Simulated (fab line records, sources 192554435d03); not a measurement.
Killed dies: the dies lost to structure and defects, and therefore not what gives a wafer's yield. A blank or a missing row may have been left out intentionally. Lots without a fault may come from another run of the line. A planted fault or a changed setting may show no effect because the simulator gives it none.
A lot that was struck, set against a sound lot / flow n5_finfet / 39 out of 1938 route steps
Sound: wafers L416.2, L416.4, L416.6. Struck: wafers L423.3, L423.5 (left out: L423.6, a lot-mate that was not struck); the cause follows at the end.
Each step with rows lists, per side, the tool, then ch with its chambers, then its first start. Under that, the readings that differ: sound wafers / struck wafers / difference of the means / sigmas: that difference in standard deviations of wafers without a fault.
alike: readings whose means differ by less than 2 such deviations, and words and numbers that are the same on both sides. not compared: withheld readings, readings that some wafer has no value for, bounds like >300 that may hide the same value, and numbers for which the record gives no deviation and whose values overlap.
The two part at a step that has a row with sigmas, a row that says differs or no value, or rows on one side only. Numbers that don't overlap but have no deviation are shown without sigmas and don't part them. Lack of a reading on every wafer of one side parts them only where that side has two or more wafers.

first, 12 steps without rows for these wafers: N5_SD_EPI_N_ETCH_35 (etches SOC in N2/H2, overetch 108 nm, time 486 s); N5_SD_EPI_N_STRIP_36 (strips in N2/H2); N5_SD_EPI_N_ETCHBACK_44 (etches SiNx in CH3F/O2, stops on SiO2, target depth 14.5 nm); N5_SD_EPI_N_ETCH_45 (etches SiOCN in CH3F/O2, target depth 6 nm); N5_SD_EPI_N_ETCH_16 (etches SiO2 in CHF3/O2, target depth 5 nm); N5_SD_EPI_N_STRIP_47 (strips in CHF3/O2); N5_SD_EPI_N_SD_RECESS_17 (chemistry HBr/Cl2/O2, target depth 41 nm, time 23.7 s, bt time 3 s); N5_SD_EPI_N_STRIP_38 (strips in N2/H2); N5_SD_EPI_N_WET_ETCH_43 (etches SiO2 in dHF, time 14 s, target depth 1.5 nm); N5_SD_EPI_N_STRIP_18 (strips in SPM, time 750 s); N5_SD_EPI_N_SRD_20 (time 30 s); N5_SD_EPI_N_PRECLEAN_48 (cleans in NF3:NH3, afs cycles 2, time 20 s, sublimation time 60 s).
N5_SD_EPI_N_VAPOR_ETCH_50: etches Si in HCl, time 54 s.
  sound on epi_rpcvd-02 ch 0, day 3 02:23; struck on epi_rpcvd-04 ch 0, day 4 20:37
reading=susceptor_temp_C (C); sound=774.6 774.6 775.0; struck=- -; difference=no value on the struck wafers; sigmas=
  alike: throttle_valve_pct
then, 24 steps without rows for these wafers: N5_SD_EPI_N_EPI_21 (deposits Si:P, time 690 s); N5_SD_EPI_N_PRECLEAN_24 (cleans in O3/DIW, time 60 s); N5_SD_EPI_N_SRD_25 (time 30 s); N5_SD_EPI_N_PRECLEAN_49 (cleans in NF3:NH3, afs cycles 1, time 20 s, sublimation time 60 s); N5_SD_EPI_N_LINER_46 (material SiNx, target thk 3 nm); N5_SD_EPI_P_COAT_34 (time 60 s, resist thk 350 nm); N5_SD_EPI_P_COAT_35 (time 60 s, resist thk 35 nm); N5_SD_EPI_P_COAT_03 (resist thk 150 nm); N5_SD_EPI_P_EBR_05; N5_SD_EPI_P_SOFTBAKE_04 (time 60 s); N5_SD_EPI_P_EXPOSE_06 (exposes mask SD P BLK, target cd 240 nm); N5_SD_EPI_P_PEB_07 (peb time 60 s); N5_SD_EPI_P_DEVELOP_08 (develop time 30 s); N5_SD_EPI_P_DESCUM_14 (chemistry O2, time 7.9 s); N5_SD_EPI_P_ETCH_36 (etches SiARC in CF4, target depth 45.5 nm, time 75.8 s); N5_SD_EPI_P_ETCH_37 (etches SOC in N2/H2, overetch 108 nm, time 486 s); N5_SD_EPI_P_STRIP_38 (strips in N2/H2); N5_SD_EPI_P_ETCHBACK_46 (etches SiNx in CH3F/O2, stops on SiO2, target depth 17.5 nm); N5_SD_EPI_P_ETCH_47 (etches SiOCN in CH3F/O2, target depth 25 nm); N5_SD_EPI_P_ETCH_16 (etches SiO2 in CHF3/O2, target depth 5 nm); N5_SD_EPI_P_STRIP_50 (strips in CHF3/O2); N5_SD_EPI_P_SD_RECESS_17 (chemistry HBr/Cl2/O2, target depth 39.1 nm, bt time 3 s); N5_SD_EPI_P_WET_ETCH_45 (etches SiO2 in dHF, time 10.7 s, target depth 2 nm, rinse time 30 s); N5_SD_EPI_P_STRIP_40 (strips in N2/H2).
-- a jump in the record: the struck wafers' starts before and after are 8 days apart (it breaks off in module SD_EPI_P and resumes in module BEOL_M4, where the first step shown is number 1111 of the route) --
N5_BEOL_M4_RC_MEAS_101:
  sound on prober-01 ch 0, day 9 04:16; struck on prober-02 ch 0, day 13 01:53
reading=DIBL_N (mV/V); sound=37.9 34.5 36.9; struck=29.3 30.5; difference=-6.5; sigmas=-6
reading=IOFF_N (nA/um); sound=0.171 0.110 0.151; struck=0.076 0.088; difference=-0.062; sigmas=-3
reading=IOFF_N_85C (nA/um); sound=3.3 2.2 2.9; struck=1.7 1.9; difference=-1.0; sigmas=-3
reading=IOFF_N_LIN (nA/um); sound=0.079 0.055 0.071; struck=0.044 0.049; difference=-0.022; sigmas=-3
reading=ION_N (uA/um); sound=674 647 669; struck=615 626; difference=-43; sigmas=-5
reading=REXT_N (ohm.um); sound=74.7 75.6 75.1; struck=94.2 94.1; difference=+19.0; sigmas=+13
reading=SS_N (mV/dec); sound=71.8 70.7 71.8; struck=70.0 70.5; difference=-1.2; sigmas=-2
reading=VT_N (mV); sound=249.2 254.2 249.0; struck=260.4 256.7; difference=+7.7; sigmas=+3
reading=VT_N_LVT (mV); sound=97.2 103.3 98.7; struck=108.8 105.2; difference=+7.3; sigmas=+3
  alike: DIBL_P, IOFF_P, ION_P, SS_P, VT_P
-- a jump in the record: the struck wafers' starts before and after are 4 days apart (it breaks off in module BEOL_M4 and resumes in module PASSIVATION, where the first step shown is number 1936 of the route) --
N5_PASSIVATION_PROBE_49:
  only the struck wafers here have rows in the record (prober-01, day 17 04:38); the sound ones have none

WHERE THEY PART
At N5_SD_EPI_N_VAPOR_ETCH_50 first; at N5_PASSIVATION_PROBE_49 last (within this record only).

WHY: the cause the simulator had injected
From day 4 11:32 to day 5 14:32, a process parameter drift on epi_rpcvd-04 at N5_SD_EPI_N_VAPOR_ETCH_50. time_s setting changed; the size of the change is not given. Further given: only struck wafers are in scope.
